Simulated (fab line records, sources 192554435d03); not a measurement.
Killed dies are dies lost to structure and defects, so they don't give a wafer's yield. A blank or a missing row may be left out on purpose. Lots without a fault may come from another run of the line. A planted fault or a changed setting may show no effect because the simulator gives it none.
Tool commonality check | flow n5_finfet | 8 lots, 24 wafers sampled

WHY IT WAS OPENED
At N5_SD_EPI_N_INSPECT_26 the reading raw_defect_count is flagged on 2 of 8 lots. Wafers without a fault read 210, standard deviation 49.
Rule: a lot is flagged when every wafer of it that has a number lies more than 4 standard deviations from that mean, or none has a number. The other lots count as sound.

lot  | measured    | on                | raw_defect_count, wafer by wafer | flag
L889 | day 3 07:38 | defect_inspect-01 | 221 169 274                      |
L895 | day 4 20:32 | defect_inspect-02 | 780 890 932                      | FLAGGED
L896 | day 5 04:43 | defect_inspect-01 | 753 786 759                      | FLAGGED
L904 | day 6 23:40 | defect_inspect-01 | 209 241 302                      |
L907 | day 7 16:50 | defect_inspect-01 | 233 225 247                      |
L909 | day 8 08:02 | defect_inspect-01 | 202 316 257                      |
L910 | day 8 15:50 | defect_inspect-02 | 187 214 222                      |
L911 | day 8 17:02 | defect_inspect-01 | 209 198 201                      |
The numbers of the flagged lots are 817 on average: +607 against the usual, or +12 standard deviations.

WHICH TOOL RAN EACH LOT
The record holds 3 process steps before the reading, out of a route of 1938 steps. In each cell: the tool, then ch and the chambers that the sampled wafers went through, then the start.
lot  | flag    | N5_SD_EPI_N_DESCUM_14             | N5_SD_EPI_N_ETCH_16               | N5_SD_EPI_N_PRECLEAN_49
L889 |         | rie_diel-01 ch 1,2,3, day 3 03:40 | rie_diel-01 ch 1,2,3, day 3 04:16 | remote_plasma-02 ch 1, day 3 07:14
L895 | FLAGGED | rie_diel-05 ch 0,3, day 4 16:22   | rie_diel-05 ch 0,3, day 4 16:59   | remote_plasma-02 ch 0, day 4 19:53
L896 | FLAGGED | rie_diel-01 ch 0,1,3, day 4 23:37 | rie_diel-01 ch 0,1,3, day 5 00:13 | remote_plasma-02 ch 1, day 5 03:15
L904 |         | rie_diel-01 ch 2,3, day 6 19:31   | rie_diel-01 ch 2,3, day 6 20:08   | remote_plasma-01 ch 0, day 6 23:01
L907 |         | rie_diel-05 ch 0,2,3, day 7 12:01 | rie_diel-05 ch 0,2,3, day 7 12:38 | remote_plasma-01 ch 0, day 7 16:19
L909 |         | rie_diel-01 ch 0,1,3, day 8 03:13 | rie_diel-01 ch 0,1,3, day 8 03:50 | remote_plasma-02 ch 1, day 8 07:28
L910 |         | rie_diel-05 ch 1,3, day 8 11:50   | rie_diel-05 ch 1,3, day 8 12:27   | remote_plasma-02 ch 1, day 8 15:20
L911 |         | rie_diel-05 ch 1,2, day 8 13:03   | rie_diel-05 ch 1,2, day 8 13:40   | remote_plasma-01 ch 1, day 8 16:35
What these steps do:
- N5_SD_EPI_N_DESCUM_14: chemistry O2, time 7.9 s.
- N5_SD_EPI_N_ETCH_16: etches SiO2 in CHF3/O2, target depth 5 nm.
- N5_SD_EPI_N_PRECLEAN_49: cleans in NF3:NH3, afs cycles 1, time 20 s, sublimation time 60 s.
- N5_SD_EPI_N_INSPECT_26: inspects for defects (darkfield).

FLAGGED OVER TOTAL, TOOL BY TOOL (the gauges that took the reading come last)
step                    | tool              | lots run | flagged | share of the flagged lots | sound lots run after its first flagged lot
N5_SD_EPI_N_DESCUM_14   | rie_diel-01       | 4        | 1       | some                      | 2 (L904,L909)
N5_SD_EPI_N_DESCUM_14   | rie_diel-05       | 4        | 1       | some                      | 3 (L907,L910,L911)
N5_SD_EPI_N_ETCH_16     | rie_diel-01       | 4        | 1       | some                      | 2 (L904,L909)
N5_SD_EPI_N_ETCH_16     | rie_diel-05       | 4        | 1       | some                      | 3 (L907,L910,L911)
N5_SD_EPI_N_PRECLEAN_49 | remote_plasma-01  | 3        | 0       | none                      | -
N5_SD_EPI_N_PRECLEAN_49 | remote_plasma-02  | 5        | 2       | all                       | 2 (L909,L910)
N5_SD_EPI_N_INSPECT_26  | defect_inspect-01 | 6        | 1       | some                      | 4 (L904,L907,L909,L911)
N5_SD_EPI_N_INSPECT_26  | defect_inspect-02 | 2        | 1       | some                      | 1 (L910)

WHAT THE TABLE ALLOWS
1 row of the table ran every flagged lot: remote_plasma-02 at N5_SD_EPI_N_PRECLEAN_49.
- remote_plasma-02 at N5_SD_EPI_N_PRECLEAN_49: 2 of its 5 lots flagged. Sound lots ran on it after the first flagged one (L909, L910), which a lasting fault on the whole tool wouldn't allow.
No row of the table ran every flagged lot and no sound lot after the first.

WHAT THE SIMULATOR HAD PUT IN
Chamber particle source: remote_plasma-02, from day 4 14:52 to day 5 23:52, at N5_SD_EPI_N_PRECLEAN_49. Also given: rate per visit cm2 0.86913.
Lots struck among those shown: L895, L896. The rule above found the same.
